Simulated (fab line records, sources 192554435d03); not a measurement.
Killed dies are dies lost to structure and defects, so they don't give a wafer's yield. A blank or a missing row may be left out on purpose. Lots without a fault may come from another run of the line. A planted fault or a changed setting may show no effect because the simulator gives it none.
fab line records | flow n5_finfet
record lots=5 wafers=15 last_day=17
route steps=1938 shown HKMG_FIN@402 BEOL_M4@1111 PASSIVATION@1936
lots that met no fault: from a run of the same line without faults
start_h: hours from the record's first day to the start of the lot's first wafer shown | wait_h: hours since the lot's step before | " the same as in the row above | L1.1+2: a row that stands for several wafers | - no value, or no start given | * or withheld: withheld | < > ~ a bound
route shown NAME@n: a module of which the file shows steps, and the number in the route of the first | usual: mean/standard deviation of fault-free wafers | same: alike in all rows | chamber/n: place in a boat | sites: the reading at each site | _std_site: their standard deviation | _edge_site: outer sites' mean less inner sites' | radius_mm: how far each site lies from the wafer's centre | mask NAME#n: copy n | behind: the tool/chamber that last shaped the wafer | hold: why the lot was held/for how many hours/how that ended | device: the transistor (n, p or np) that didn't switch | end of line: the same wafers' tests at the end of the route | a step without rows: its recipe alone | killed: dies lost to structure and defects at the first sort, not the wafer's yield | map: a wafer's dies, x killed, . not, _ none there
set.NAME: the setting as run; set.NAME@STEP: as run at that earlier step | model.NAME: the simulator's own value behind a step, which no gauge read
lots at some steps of the route; a table a step, a row a wafer
## steps
# step N5_HKMG_FIN_ETCH_54
# recipe chemistry=CF4 target=SiARC target_depth_a=455 mask_material=CAR-ArF time_s=75.8 ion_energy_ev=80 pressure_mtorr=40 source_w=545 bias_w=36 Ar_flow_sccm=100 cf4_flow_sccm=100 ends=cleared
# step N5_HKMG_FIN_ETCH_55
# recipe chemistry=N2/H2 target=SOC target_depth_a=2400 temp_c=40 time_s=300 ion_energy_ev=200 mask_material=SiARC pressure_mtorr=30 source_w=840 bias_w=150 n2_flow_sccm=200 h2_flow_sccm=200
# step N5_HKMG_FIN_STRIP_56
# recipe chemistry=N2/H2 temp_c=40 n2_flow_sccm=200 h2_flow_sccm=200 rf_frequency_hz=6e+07
# step N5_HKMG_FIN_STRIP_57
# recipe chemistry=CF4 resist=SiARC power_w=300 bias_power_w=75 pressure_mtorr=50 cf4_flow_sccm=150 rf_frequency_hz=6e+07
# step N5_HKMG_FIN_ETCH_58
# recipe chemistry=N2/H2 target=SOC target_depth_a=2158 ion_energy_ev=50 bias_w=13 time_s=741 pressure_mtorr=30 source_w=875 n2_flow_sccm=200 h2_flow_sccm=200
# step N5_HKMG_FIN_STRIP_93
# recipe chemistry=N2/H2 material=SOC time_s=20 power_w=500 temp_c=40 pressure_mtorr=50 rf_frequency_hz=6e+07 bias_power_w=8 h2_frac=0.5 n2_flow_sccm=300 h2_flow_sccm=300
# step N5_HKMG_FIN_WET_ETCH_76
# recipe chemistry=dNH4OH mix=1:50 temp_c=25 target=Al2O3 stop_on=La2O3 target_depth_nm=2.25 dry=ipa_marangoni rinse_time_s=30 rinse_temp_c=23
# step N5_HKMG_FIN_STRIP_60
# recipe chemistry=N2/H2 power_w=2500 temp_c=300 h2_frac=0.65 time_s=360 pressure_mtorr=withheld n2_flow_sccm=1750 h2_flow_sccm=3250
# step N5_HKMG_FIN_WET_ETCH_77
# recipe chemistry=dHCl mix=1:10000 temp_c=25 target=La2O3 stop_on=HfO2 target_depth_nm=2
# step N5_HKMG_FIN_WET_ETCH_78
# recipe chemistry=dNH4OH mix=1:50 temp_c=25 target=Al2O3 stop_on=La2O3 target_depth_nm=4.5 dry=ipa_marangoni rinse_time_s=30 rinse_temp_c=23
# step N5_HKMG_FIN_ALD_79
# recipe material=TiN target_thk_a=15 temp_c=400 ald_precursor_family=TiCl4 ald_co_reactant=NH3 pulse_time_s=1 purge_time_s=3 co_reactant_purge_time_s=2 co_reactant_pulse_time_s=2 ald_cycles=68 pressure_torr=3
# step N5_HKMG_FIN_CVD_62
# recipe material=a-Si target_thk_a=30 temp_c=500 precursor=Si2H6 pressure_torr=1 time_s=20.8
# step N5_HKMG_FIN_RTA_80
# recipe temp_c=withheld time_s=2 ambient=N2 idle_temp_c=600 ramp_up_c_per_s=150 ramp_down_c_per_s=60 cool_to_c=600
# usual time_s=2/0
# columns lot.wafer tool chamber start_h wait_h time_s
L882.1 rtp_anneal-01 0 123.39 0.1 2
L882.5 " 0 " " 2
L882.6 " 0 " " 2
L889.2 rtp_anneal-02 - 160.10 0.1 -
L889.3 " - " " -
L889.5 " - " " -
L890.3 rtp_anneal-01 - 167.33 0.1 -
L890.5 " - " " -
L890.6 " - " " -
L891.1 rtp_anneal-01 - 171.21 0.1 -
L891.4 " - " " -
L891.6 " - " " -
L898.1 rtp_anneal-02 0 216.87 0.1 2
L898.4 " 0 " " 2
L898.6 " 0 " " 2
# step N5_HKMG_FIN_PRECLEAN_64
# recipe chemistry=dHF time_s=30 temp_c=25 dilution=withheld
# step N5_HKMG_FIN_WET_ETCH_65
# recipe chemistry=TMAH temp_c=70 conc_wt_pct=5 target=a-Si stop_on=TiN time_s=49 target_depth_nm=3
# step N5_HKMG_FIN_WET_ETCH_81
# recipe chemistry=SC1 target=TiN stop_on=HfO2 mix=1:1:5 temp_c=60 time_s=57 target_depth_nm=6
# step N5_HKMG_FIN_WET_ETCH_82
# recipe chemistry=dHCl mix=1:10000 temp_c=25 target=La2O3 stop_on=HfO2 target_depth_nm=2 dry=ipa_marangoni rinse_time_s=30 rinse_temp_c=23
# step N5_HKMG_FIN_ALD_36
# recipe material=TiN target_thk_a=10 temp_c=400 ald_precursor_family=TiCl4 ald_co_reactant=NH3 pulse_time_s=1 purge_time_s=3 co_reactant_purge_time_s=2 co_reactant_pulse_time_s=2 ald_cycles=47 pressure_torr=3
# step N5_HKMG_FIN_PWFM_ALD_03
# recipe material=TiN target_thk_a=20 temp_c=400 ald_precursor_family=TiCl4 ald_co_reactant=NH3 pulse_time_s=1 purge_time_s=3 co_reactant_purge_time_s=2 co_reactant_pulse_time_s=2 ald_cycles=91 pressure_torr=3
# step N5_HKMG_FIN_COAT_29
# recipe resist=SOC temp_c=250 time_s=60 spin_rpm=1500 resist_thk_nm=300
# step N5_HKMG_FIN_COAT_30
# recipe resist=SiARC temp_c=220 time_s=60 spin_rpm=1500 resist_thk_nm=35
# step N5_HKMG_FIN_COAT_06
# recipe resist=CAR-ArF spin_rpm=1500 resist_thk_nm=90
# step N5_HKMG_FIN_EBR_08
# recipe solvent=PGMEA ebr_width_mm=1.5
# step N5_HKMG_FIN_SOFTBAKE_07
# recipe temp_c=110 time_s=60 resist=CAR-ArF
# step N5_HKMG_FIN_EXPOSE_09
# recipe mask_id=NWFM na=1.35 source_shape=conventional sigma_outer=0.8 polarization=unpolarized dose_mj=39.25
# step N5_HKMG_FIN_PEB_10
# recipe peb_temp_c=withheld peb_time_s=60 resist=CAR-ArF
# step N5_HKMG_FIN_DEVELOP_11
# recipe develop_time_s=30 developer=TMAH resist=CAR-ArF dev_temp_c=23 rinse_liquid=diw dry=air_spin
# step N5_HKMG_FIN_DESCUM_17
# recipe chemistry=O2 time_s=7.9 source_power_w=50 bias_power_w=20 pressure_mtorr=20 rf_frequency_hz=2.712e+07 temp_c=40 resist=CAR-ArF o2_flow_sccm=225
# step N5_HKMG_FIN_ETCH_31
# recipe chemistry=CF4 target=SiARC target_depth_a=455 mask_material=CAR-ArF time_s=75.8 ion_energy_ev=80 pressure_mtorr=40 source_w=545 bias_w=36 Ar_flow_sccm=100 cf4_flow_sccm=100 ends=cleared
# step N5_HKMG_FIN_ETCH_32
# recipe chemistry=N2/H2 target=SOC target_depth_a=2400 temp_c=40 time_s=300 ion_energy_ev=200 mask_material=SiARC pressure_mtorr=30 source_w=840 bias_w=150 n2_flow_sccm=200 h2_flow_sccm=200
# step N5_HKMG_FIN_STRIP_33
# recipe chemistry=N2/H2 temp_c=40 n2_flow_sccm=200 h2_flow_sccm=200 rf_frequency_hz=6e+07
# step N5_HKMG_FIN_STRIP_34
# recipe chemistry=CF4 resist=SiARC power_w=300 bias_power_w=75 pressure_mtorr=50 cf4_flow_sccm=150 rf_frequency_hz=6e+07
# step N5_HKMG_FIN_ETCH_35
# recipe chemistry=N2/H2 target=SOC target_depth_a=2158 ion_energy_ev=65 bias_w=5 source_w=3000 time_s=243.4 pressure_mtorr=30 n2_flow_sccm=200 h2_flow_sccm=200
# step N5_HKMG_FIN_STRIP_92
# recipe chemistry=N2/H2 material=SOC time_s=20 power_w=500 temp_c=40 pressure_mtorr=50 rf_frequency_hz=6e+07 bias_power_w=8 h2_frac=0.5 n2_flow_sccm=300 h2_flow_sccm=300
# step N5_HKMG_FIN_WET_ETCH_18
# recipe chemistry=SC1 target=TiN mix=1:1:5 temp_c=* time_s=55 target_depth_nm=5.2 dry=ipa_marangoni rinse_time_s=30 rinse_temp_c=23
# step N5_HKMG_FIN_STRIP_19
# recipe chemistry=N2/H2 power_w=2500 temp_c=300 h2_frac=0.65 time_s=360 pressure_mtorr=withheld n2_flow_sccm=1750 h2_flow_sccm=3250
# step N5_HKMG_FIN_ALD_91
# recipe material=TiN target_thk_a=10 temp_c=400 ald_precursor_family=TiCl4 ald_co_reactant=NH3 pulse_time_s=1 purge_time_s=3 co_reactant_purge_time_s=2 co_reactant_pulse_time_s=2 ald_cycles=47 pressure_torr=3
# step N5_HKMG_FIN_COAT_85
# recipe resist=SOC temp_c=250 time_s=60 spin_rpm=1500 resist_thk_nm=300
# step N5_BEOL_M4_RC_MEAS_101
# usual DIBL_N=36.3/1.2 DIBL_P=36.1/1.6 EOT_N=10.52/0.069 EOT_P=10.47/0.08 IGATE_N=0.0128/0.0015 IGATE_P=0.0039/0.00047 IOFF_N=0.161/0.023 IOFF_P=0.209/0.027 IOFF_P_85C=3.6/0.4 IOFF_P_LIN=0.100/0.01 IOFF_P_LONG=0.000107/9e-06 ION_N=676/8.9 ION_P=462/5.3 RC_DENSE_N=19.2/0.37 RC_N=15.6/0.31 RS_SD_N=28.5/0.35 RS_SD_P=65.9/0.86 SS_N=71.5/0.51 SS_P=73.2/0.5 VT_N=249.1/2.5 VT_N_LVT=98.3/2.4 VT_P=-249.9/2.8 VT_P_LONG=-275.2/2.9 VT_P_LVT=-99.0/2.4
# columns lot.wafer tool chamber start_h wait_h DIBL_N[mV/V] DIBL_P[mV/V] EOT_N EOT_P IGATE_N[nA/um] IGATE_P[nA/um] IOFF_N[nA/um] IOFF_P[nA/um] IOFF_P_85C[nA/um] IOFF_P_LIN[nA/um] IOFF_P_LONG[nA/um] ION_N[uA/um] ION_P[uA/um] RC_DENSE_N[ohm.um] RC_N[ohm.um] RS_SD_N[ohm/sq] RS_SD_P[ohm/sq] SS_N[mV/dec] SS_P[mV/dec] VT_N[mV] VT_N_LVT[mV] VT_P[mV] VT_P_LONG[mV] VT_P_LVT[mV]
L882.1 prober-01 0 211.73 0.0 34.9 35.9 10.55 10.48 0.0129 0.0039 0.141 0.178 3.2 0.088 9.5e-05 677 457 19.1 15.6 28.4 66.7 71.6 73.8 249.3 98.7 -254.8 -278.2 -102.0
L882.5 " 0 " " 34.5 35.5 10.63 10.43 0.0117 0.0035 0.138 0.172 3.1 0.085 9.7e-05 679 455 19.3 15.7 28.4 66.1 70.4 72.8 250.1 97.4 -253.9 -280.8 -102.8
L882.6 " 0 " " 35.1 36.0 10.47 10.30 0.0151 0.0046 0.145 0.176 3.2 0.089 9.7e-05 686 466 18.6 15.1 28.5 65.5 71.4 72.9 249.1 97.7 -252.3 -278.3 -102.0
L890.3 prober-02 0 249.34 0.3 33.5 34.4 10.06 10.09 0.0302 0.0091 0.123 30.280 235.1 14.430 0.014537 657 637 16.8 13.7 25.0 62.5 71.3 74.1 256.2 253.6 -111.5 -135.4 -108.1
L890.5 " 0 " " 32.4 33.6 10.13 10.03 0.0329 0.0097 0.119 30.248 233.9 14.452 0.014934 668 650 16.7 13.7 25.1 63.4 72.1 73.9 255.6 250.7 -111.6 -134.3 -108.8
L890.6 " 0 " " 32.1 32.8 10.18 10.27 0.0313 0.0092 0.111 27.959 220.3 13.531 0.01456 655 637 16.9 13.8 25.2 63.4 71.1 73.8 257.3 251.3 -112.1 -134.2 -109.0
L889.2 prober-02 0 255.40 0.2 34.9 35.8 10.11 10.15 0.0292 0.0088 0.155 31.890 244.2 14.321 0.012663 679 644 16.9 13.8 25.1 64.1 71.4 74.5 248.3 248.6 -114.1 -138.8 -110.4
L889.3 " 0 " " 33.6 35.0 10.35 10.24 0.0233 0.0070 0.124 28.896 223.5 13.416 0.012569 655 633 17.3 14.1 25.2 64.2 70.8 74.3 254.1 253.2 -114.2 -139.4 -110.7
L889.5 " 0 " " 32.9 33.4 10.18 10.23 0.0271 0.0081 0.119 27.081 213.9 12.791 0.012874 665 631 17.1 13.9 25.2 64.6 71.7 73.8 252.5 252.8 -115.3 -138.2 -113.5
L891.1 prober-01 0 256.56 0.0 35.6 34.6 10.08 10.09 0.0299 0.0090 0.141 33.318 258.2 15.484 0.014598 667 645 16.1 13.0 25.3 63.3 71.4 74.2 253.0 249.7 -110.0 -133.7 -106.3
L891.4 " 0 " " 34.4 33.2 10.14 10.23 0.0255 0.0076 0.110 29.657 233.9 14.060 0.014742 650 640 16.2 13.3 24.8 63.4 71.4 73.9 258.5 254.7 -111.6 -135.0 -107.6
L891.6 " 0 " " 34.4 33.6 10.14 10.16 0.0268 0.0080 0.120 31.351 245.6 14.857 0.014756 660 638 16.3 13.4 25.4 62.8 71.2 73.5 254.5 251.8 -109.5 -134.7 -106.8
L898.1 prober-01 0 310.21 0.0 34.6 33.6 10.51 10.47 0.0165 0.0050 0.125 0.169 3.1 0.088 0.000105 669 460 19.2 15.7 27.9 65.6 71.2 73.0 252.8 103.2 -252.1 -274.3 -102.1
L898.4 " 0 " " 35.6 34.4 10.49 10.40 0.0148 0.0045 0.136 0.179 3.3 0.092 0.000106 672 460 19.4 15.7 28.3 65.9 71.8 73.0 252.2 102.0 -250.3 -274.9 -102.1
L898.6 " 0 " " 36.8 36.1 10.49 10.51 0.0139 0.0042 0.154 0.201 3.6 0.098 0.000106 677 459 19.0 15.6 27.9 66.0 71.5 73.3 249.4 100.1 -251.0 -275.4 -101.4
# step N5_PASSIVATION_PROBE_49
# usual defect_limited_yield=91.3/1.5 killed_at_M0_to_M3=35/10 killed_at_M4_up=13/5.3 killed_at_contacts=12/5.7 killed_at_front_end=39/11 killed_at_other=3.3/2.7 killed_dies=102/18 killed_open=67/13 killed_short=34/7.8 sort_bin_4_leakage=0/0 sort_bin_5_function=5.1/1 sort_bin_6_memory=3.3/0.68 sort_n_pass=1078/18 sort_yield_pct=91.3/1.5
# same gross_dies=1180 killed_at_back_side=0 sort_bin_8_speed[%]=0
# columns lot.wafer tool chamber start_h wait_h defect_limited_yield[%] killed_at_M0_to_M3 killed_at_M4_up killed_at_contacts killed_at_front_end killed_at_other killed_dies killed_open killed_short sort_bin_4_leakage[%] sort_bin_5_function[%] sort_bin_6_memory[%] sort_n_pass sort_yield_pct[%]
L882.1 prober-01 - 308.96 0.0 88.7 32 28 28 42 3 133 93 39 0 6.3 4.7 1047 88.7
L882.5 prober-01 - 309.16 0.2 91.7 23 23 23 26 3 98 60 36 0 4.8 3.2 1082 91.7
L882.6 prober-01 - 309.21 0.3 90.3 32 21 11 43 8 115 73 37 0 6.5 2.8 1065 90.3
L890.3 prober-02 - 356.81 0.1 92.1 33 9 11 38 2 93 60 33 92.12 5.1 2.5 0 0
L890.5 prober-02 - 356.91 0.2 92.4 24 4 18 42 2 90 60 29 92.37 4.4 3.1 0 0
L890.6 prober-02 - 356.96 0.3 89.4 52 15 9 49 0 125 78 47 89.41 6.4 3.8 0 0
L891.1 prober-02 - 358.48 0.0 90.8 40 11 12 41 5 109 72 37 90.76 5.3 3.6 0 0
L891.4 prober-02 - 358.63 0.2 93.8 36 8 6 21 2 73 58 14 93.81 3.8 2.3 0 0
L891.6 prober-02 - 358.73 0.3 90.3 45 11 6 49 3 114 72 42 90.34 5.0 4.1 0 0
L889.2 prober-02 - 358.83 0.4 89.4 47 18 11 46 3 125 77 46 89.41 6.2 3.7 0 0
L889.3 prober-02 - 358.88 0.4 91.8 21 15 14 42 5 97 67 30 91.78 4.8 3.1 0 0
L889.5 prober-02 - 358.98 0.5 89.5 47 23 20 34 0 124 76 48 89.49 6.7 3.7 0 0
L898.1 prober-02 - 408.19 0.0 92.4 32 10 9 32 7 90 55 33 0 4.7 2.8 1090 92.4
L898.4 prober-02 - 408.34 0.2 90.7 42 14 14 35 5 110 76 32 0 5.9 3.3 1070 90.7
L898.6 prober-02 - 408.44 0.3 91.2 29 18 14 34 9 104 76 28 0 4.4 4.0 1076 91.2
# killed by level:class
L882.1 MOL_CONTACT_COAG:geometric_particle:open=23 BEOL_M4:geometric_particle:open=12 FIN_SAQP:geometric_particle:open=11 BEOL_M0_SAQP:geometric_particle:short=9 STI_FIN_REVEAL:geometric_particle:open=7 BEOL_M0_SAQP:geometric_particle:open=7 GATE_CUT:geometric_particle:short=5 BEOL_M4:geometric_particle:short=5
L882.5 MOL_CONTACT_COAG:geometric_particle:open=15 MOL_CONTACT_COAG:geometric_particle:short=8 BEOL_M4:geometric_particle:short=8 BEOL_M0_SAQP:geometric_particle:open=7 FIN_SAQP:geometric_particle:open=5 DUMMY_GATE:geometric_particle:open=5 BEOL_M0_SAQP:geometric_particle:short=5 BEOL_M4:geometric_particle:open=5
L882.6 BEOL_M4:geometric_particle:open=10 BEOL_M2:geometric_particle:open=10 MOL_CONTACT_COAG:geometric_particle:open=9 BEOL_M0_SAQP:geometric_particle:short=9 DUMMY_GATE:geometric_particle:open=8 GATE_CUT:geometric_particle:short=8 FIN_SAQP:geometric_particle:open=6 BEOL_M1:geometric_particle:open=6
L890.3 FIN_SAQP:geometric_particle:short=10 MOL_CONTACT_COAG:geometric_particle:open=9 BEOL_M2:geometric_particle:open=8 BEOL_M1:geometric_particle:open=7 BEOL_M3:geometric_particle:open=7 FIN_SAQP:geometric_particle:open=6 STI_FIN_REVEAL:geometric_particle:open=5 BEOL_M5:geometric_particle:open=4
L890.5 MOL_CONTACT_COAG:geometric_particle:open=13 STI_FIN_REVEAL:geometric_particle:open=11 FIN_SAQP:geometric_particle:short=9 BEOL_M3:geometric_particle:open=6 BEOL_M1:geometric_particle:open=6 GATE_CUT:geometric_particle:open=5 MOL_CONTACT_COAG:geometric_particle:short=5 BEOL_M0_SAQP:geometric_particle:short=4
L890.6 BEOL_M2:geometric_particle:open=18 FIN_SAQP:geometric_particle:short=12 BEOL_M3:geometric_particle:open=8 BEOL_M1:geometric_particle:open=7 GATE_CUT:geometric_particle:short=7 FIN_SAQP:geometric_particle:open=6 MOL_CONTACT_COAG:geometric_particle:open=6 BEOL_M0_SAQP:geometric_particle:open=6
L891.1 MOL_CONTACT_COAG:geometric_particle:open=9 BEOL_M3:geometric_particle:open=9 BEOL_M2:geometric_particle:open=8 GATE_CUT:geometric_particle:open=7 BEOL_M0_SAQP:geometric_particle:short=7 GATE_CUT:geometric_particle:short=6 BEOL_M4:geometric_particle:open=6 FIN_SAQP:geometric_particle:open=5
L891.4 BEOL_M1:geometric_particle:open=13 BEOL_M0_SAQP:geometric_particle:open=9 BEOL_M3:geometric_particle:open=7 STI_FIN_REVEAL:geometric_particle:open=6 BEOL_M4:geometric_particle:open=6 MOL_CONTACT_COAG:geometric_particle:open=4 GATE_CUT:geometric_particle:open=3 GATE_CUT:geometric_particle:short=3
L891.6 BEOL_M3:geometric_particle:open=15 GATE_CUT:geometric_particle:short=10 BEOL_M1:geometric_particle:open=7 GATE_CUT:geometric_particle:open=7 FIN_SAQP:geometric_particle:open=6 STI_FIN_REVEAL:geometric_particle:open=6 MOL_CONTACT_COAG:geometric_particle:open=5 BEOL_M0_SAQP:geometric_particle:open=5
L889.2 BEOL_M0_SAQP:geometric_particle:open=12 MOL_CONTACT_COAG:geometric_particle:open=11 BEOL_M0_SAQP:geometric_particle:short=9 FIN_SAQP:geometric_particle:short=8 BEOL_M0:geometric_particle:open=7 BEOL_M2:geometric_particle:open=7 FIN_SAQP:geometric_particle:open=6 GATE_CUT:geometric_particle:open=6
L889.3 BEOL_M4:geometric_particle:open=11 FIN_SAQP:geometric_particle:open=10 STI_FIN_REVEAL:geometric_particle:open=10 MOL_CONTACT_COAG:geometric_particle:open=10 BEOL_M0_SAQP:geometric_particle:open=8 FIN_SAQP:geometric_particle:short=6 MOL_CONTACT_COAG:geometric_particle:short=4 STARTING-WAFER:geometric_particle:short=4
L889.5 MOL_CONTACT_COAG:geometric_particle:open=16 FIN_SAQP:geometric_particle:short=13 BEOL_M0_SAQP:geometric_particle:short=10 BEOL_M0:geometric_particle:open=9 BEOL_M1:geometric_particle:open=8 BEOL_M4:geometric_particle:open=7 FIN_SAQP:geometric_particle:open=6 BEOL_M3:geometric_particle:open=5
L898.1 MOL_CONTACT_COAG:geometric_particle:open=8 BEOL_M0_SAQP:geometric_particle:short=8 FIN_SAQP:geometric_particle:short=7 FIN_SAQP:geometric_particle:open=7 BEOL_M1:geometric_particle:open=5 BEOL_M0_SAQP:geometric_particle:open=5 STARTING-WAFER:geometric_particle:open=5 BEOL_M3:geometric_particle:open=4
L898.4 BEOL_M2:geometric_particle:open=10 BEOL_M3:geometric_particle:open=10 MOL_CONTACT_COAG:geometric_particle:open=9 BEOL_M0_SAQP:geometric_particle:short=8 BEOL_M4:geometric_particle:open=8 FIN_SAQP:geometric_particle:open=7 DUMMY_GATE:geometric_particle:open=5 GATE_CUT:geometric_particle:open=5
L898.6 MOL_CONTACT_COAG:geometric_particle:open=12 STI_FIN_REVEAL:geometric_particle:open=9 BEOL_M1:geometric_particle:open=9 BEOL_M4:geometric_particle:open=9 FIN_SAQP:geometric_particle:short=5 BEOL_M0_SAQP:geometric_particle:open=5 BEOL_M2:geometric_particle:open=5 PAD_METAL:geometric_particle:open=5
# map L889.2 (x killed, . not)
_________________.....xx....x________________
______________.x.........x......_____________
___________..x.....................__________
__________.....x........x...x..x...._________
________.......x......................_______
_______...x.xx...........x............x______
______.............x.......x..x.....x..._____
_____..x..............xxxx.......xx.....x____
____..x....................x...........xx.___
___..x........x....x...................x...__
___.................x...x..........x.......__
__......x.x.....x.x.x............x....x..x.._
__..............x..............x....x......._
_.................................xx.........
_..........x...x......................x......
_..............x....x.....................x..
_x................x...x..............x.x...x.
_........x..x...................x............
_.x.....x.....x....x...x..............x......
_....x...x.x.x.x....x.......x.........x......
_..............x.x.........x........x........
__x..x.....................................x_
__..........x...........................x..._
___........x..............xx..............x__
___..x.x....x.................x............__
____..x.........x.....x...................___
_____................x...........x...x...____
______....................x.x....x....x._____
_______x.....................x.........______
________.........xx..x................_______
__________..........x..x.x.........._________
___________......x......x.........x__________
______________......x...xxx..x.._____________
_________________...........x________________
# map L890.6 (x killed, . not)
_________________..x......x..________________
______________........x........._____________
___________........................__________
__________.........................._________
________.........x.....x........x....._______
_______.....x...........x.........x....______
______....x...x.....x............x......_____
_____......x.........x...................____
____...................x....x..x..........___
___...x...x.........................x......__
___........x..........x..............x.....__
__...x.........x...x......x.x..xx..x.xx....x_
__...........xx......x.......x.........x...._
_...x.x.......x.....x........................
_x.x............x............x..x...x........
_................x.......x...........x.x.....
_x............x..........x...x.....x........x
_......x..xx.............................xx..
_.....x..x......xx..x.....xx....x..xx........
_.......................x....x.......xx......
_.........x............................x.....
__..................x.........x...........x._
__................x...........x............._
___x.........x....x...........xx.........x.__
___.........x.x.........x..................__
____.......................x.xx...........___
_____..x..................x.......x.x....____
______...x...........x........x........._____
_______....x..x...x............x.......______
________..x......x..x................._______
__________........x.x..........xxx.x_________
___________.........x.x.......x....__________
______________..........x......._____________
_________________...x.x.x....________________
## key
first_sign step=N5_HKMG_FIN_RTA_80 reading=tool_record direction=missing
effect step=N5_BEOL_M4_RC_MEAS_101 reading=IOFF_P_LONG direction=up sigmas=99+ usual=0.000107 struck=0.014026
effect step=N5_BEOL_M4_RC_MEAS_101 reading=IOFF_P_LIN direction=up sigmas=99+ usual=0.100 struck=14.149
effect step=N5_BEOL_M4_RC_MEAS_101 reading=IOFF_P direction=up sigmas=99+ usual=0.209 struck=30.076
effect step=N5_BEOL_M4_RC_MEAS_101 reading=IOFF_P_85C direction=up sigmas=99+ usual=3.6 struck=234.3
effect step=N5_BEOL_M4_RC_MEAS_101 reading=VT_N_LVT direction=up sigmas=64 usual=98.3 struck=251.8
effect step=N5_BEOL_M4_RC_MEAS_101 reading=VT_P direction=up sigmas=49 usual=-249.9 struck=-112.2
effect step=N5_BEOL_M4_RC_MEAS_101 reading=VT_P_LONG direction=up sigmas=48 usual=-275.2 struck=-136.0
effect step=N5_BEOL_M4_RC_MEAS_101 reading=ION_P direction=up sigmas=34 usual=462 struck=639
effect step=N5_BEOL_M4_RC_MEAS_101 reading=IGATE_N direction=up sigmas=10 usual=0.0128 struck=0.0285
effect step=N5_BEOL_M4_RC_MEAS_101 reading=IGATE_P direction=up sigmas=10 usual=0.0039 struck=0.0085
effect step=N5_BEOL_M4_RC_MEAS_101 reading=RS_SD_N direction=down sigmas=9.6 usual=28.5 struck=25.1
effect step=N5_BEOL_M4_RC_MEAS_101 reading=RC_DENSE_N direction=down sigmas=6.6 usual=19.2 struck=16.7
effect step=N5_PASSIVATION_PROBE_49 reading=sort_bin_4_leakage direction=up sigmas=99+ usual=0 struck=91.05
met_at N5_HKMG_FIN_RTA_80
struck_wafers L889.2,L889.3,L889.5,L890.3,L890.5,L890.6,L891.1,L891.4,L891.6
onset_between 123.39 160.10
fault kind=skipped_step_whole tool=rtp_anneal-01,rtp_anneal-02 chamber=- onset_h=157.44 steps=N5_HKMG_FIN_RTA_80 scope=struck_lots_only
